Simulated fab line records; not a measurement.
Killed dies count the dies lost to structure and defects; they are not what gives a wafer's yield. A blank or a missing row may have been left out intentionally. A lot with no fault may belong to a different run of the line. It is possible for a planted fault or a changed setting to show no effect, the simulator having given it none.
Which tool did it? -- flow n5_finfet -- 36 wafers from 12 lots sampled at 3 of the route's 1938 steps

WHAT THE GAUGES READ, wafer by wafer
No reading from a measuring or inspecting step in the record can be judged against a usual standard deviation.

EACH LOT AND THE TOOL THAT RAN IT (in order: tool; ch and the chambers of the sampled wafers; start)
lot,N5_BEOL_M5_ANNEAL_49,N5_BEOL_M5_ANNEAL_84,N5_BEOL_M5_CMP_52
L669,"pvd_sputter-01, day 8 03:45","pvd_sputter-01, day 8 05:55","cmp-02 ch 1,2,3, day 8 08:34"
L672,"pvd_sputter-02, day 8 21:44","pvd_sputter-02, day 8 23:54","cmp-01 ch 0,1,3, day 9 02:32"
L671,"pvd_sputter-02, day 9 02:32","pvd_sputter-02, day 9 04:43","cmp-02 ch 0,1, day 9 07:22"
L673,"pvd_sputter-01, day 9 06:35","pvd_sputter-01, day 9 08:46","cmp-01 ch 1,2,3, day 9 11:26"
L674,"pvd_sputter-03, day 9 06:56","pvd_sputter-03, day 9 09:07","cmp-02 ch 1,2, day 9 11:43"
L675,"pvd_sputter-03, day 9 19:14","pvd_sputter-03, day 9 21:24","cmp-04 ch 0,2, day 10 00:16"
L677,"pvd_sputter-03, day 10 09:10","pvd_sputter-03, day 10 11:21","cmp-02 ch 0,1,2, day 10 13:56"
L678,"pvd_sputter-03, day 10 13:36","pvd_sputter-03, day 10 15:46","cmp-04 ch 0,2,3, day 10 18:25"
L679,"pvd_sputter-02, day 11 12:11","pvd_sputter-02, day 11 14:21","cmp-04 ch 2,3, day 11 16:58"
L687,"pvd_sputter-02, day 13 01:22","pvd_sputter-02, day 13 03:32","cmp-02 ch 0,1,3, day 13 06:59"
L690,"pvd_sputter-02, day 13 20:54","pvd_sputter-02, day 13 23:04","cmp-01 ch 0,1,3, day 14 01:46"
L692,"pvd_sputter-03, day 14 09:58","pvd_sputter-03, day 14 12:08","cmp-04 ch 1,2,3, day 14 14:51"
- N5_BEOL_M5_ANNEAL_49: time 1800 s.
- N5_BEOL_M5_ANNEAL_84: time 1800 s.
- N5_BEOL_M5_CMP_52: polishes, stops on SiCOH lowk, t overpolish 6.9 s, target thk 62 nm.

AS READ BY THE TOOLS THEMSELVES (means over the sampled wafers that have a number; for cases with no such wafer, the mark the record gives instead)
N5_BEOL_M5_ANNEAL_49. Usual: 832 W for heater_power_w, sd 88.
lot,tool,heater_power_w (W),flag
L669,pvd_sputter-01,899,
L672,pvd_sputter-02,809,
L671,pvd_sputter-02,843,
L673,pvd_sputter-01,831,
L674,pvd_sputter-03,907,
L675,pvd_sputter-03,847,
L677,pvd_sputter-03,824,
L678,pvd_sputter-03,856,
L679,pvd_sputter-02,816,
L687,pvd_sputter-02,816,
L690,pvd_sputter-02,800,
L692,pvd_sputter-03,839,

N5_BEOL_M5_ANNEAL_84. Usual: 832 W for heater_power_w, sd 89.
lot,tool,heater_power_w (W),flag
L669,pvd_sputter-01,914,
L672,pvd_sputter-02,807,
L671,pvd_sputter-02,830,
L673,pvd_sputter-01,851,
L674,pvd_sputter-03,902,
L675,pvd_sputter-03,857,
L677,pvd_sputter-03,832,
L678,pvd_sputter-03,847,
L679,pvd_sputter-02,827,
L687,pvd_sputter-02,815,
L690,pvd_sputter-02,792,
L692,pvd_sputter-03,844,

N5_BEOL_M5_CMP_52. Usual: barrier_field_endpoint_s 24.4 s, standard deviation 0.56; motor_current_A 6.3 A, standard deviation 0.78; overpolish_run_s 6.899 s, standard deviation 0.0092; platen_rpm 50.00 rpm, standard deviation 0.036; retaining_ring_pressure_frac 0.999, standard deviation 0.0052; time_to_endpoint_s 61.7 s, standard deviation 2.4.
lot,tool,barrier_field_endpoint_s (s),motor_current_A (A),overpolish_run_s (s),platen_rpm (rpm),retaining_ring_pressure_frac,time_to_endpoint_s (s),flag
L669,cmp-02,25.2,6.1,6.897,50.01,1.002,64.5,
L672,cmp-01,24.2,6.6,6.900,50.01,0.996,61.6,
L671,cmp-02,25.1,6.3,6.901,50.01,1.000,62.8,
L673,cmp-01,24.8,6.1,6.896,50.02,1.004,62.6,
L674,cmp-02,24.0,6.1,6.898,49.98,1.004,61.9,
L675,cmp-04,24.3,6.6,6.895,50.00,0.991,61.8,
L677,cmp-02,24.7,6.0,6.902,49.97,1.005,60.1,
L678,cmp-04,24.7,6.3,6.911,49.99,0.999,62.2,
L679,cmp-04,25.8,6.8,6.896,48.66,0.999,62.7,OFF
L687,cmp-02,24.0,5.8,6.897,49.99,1.001,60.2,
L690,cmp-01,24.3,6.6,6.899,49.98,0.994,60.1,
L692,cmp-04,24.6,7.0,6.896,50.01,0.996,63.6,

THE ANSWER, worked out from the rows above alone
Rule: lot off if the mean of its wafers having a number is beyond 3 standard deviations from the usual mean. A lot without any number at a reading at which 4 lots or more have one is off too. Where the step has rows for the other lots, those lots are counted as sound. After the gauges, taken in route order, come the tools' own readings; for these a lot's mean is taken, as printed above. At the first step where some lot is off, the reading lying furthest off is the one used; lots without a number count as furthest.
Off: L679 (N5_BEOL_M5_CMP_52, platen_rpm).
If a tool, at that step or one of the process steps before it, ran each lot that is off and ran no sound lot following the first of them, it fits. Of those tried, none fits.

WHAT THE SIMULATOR PUT IN
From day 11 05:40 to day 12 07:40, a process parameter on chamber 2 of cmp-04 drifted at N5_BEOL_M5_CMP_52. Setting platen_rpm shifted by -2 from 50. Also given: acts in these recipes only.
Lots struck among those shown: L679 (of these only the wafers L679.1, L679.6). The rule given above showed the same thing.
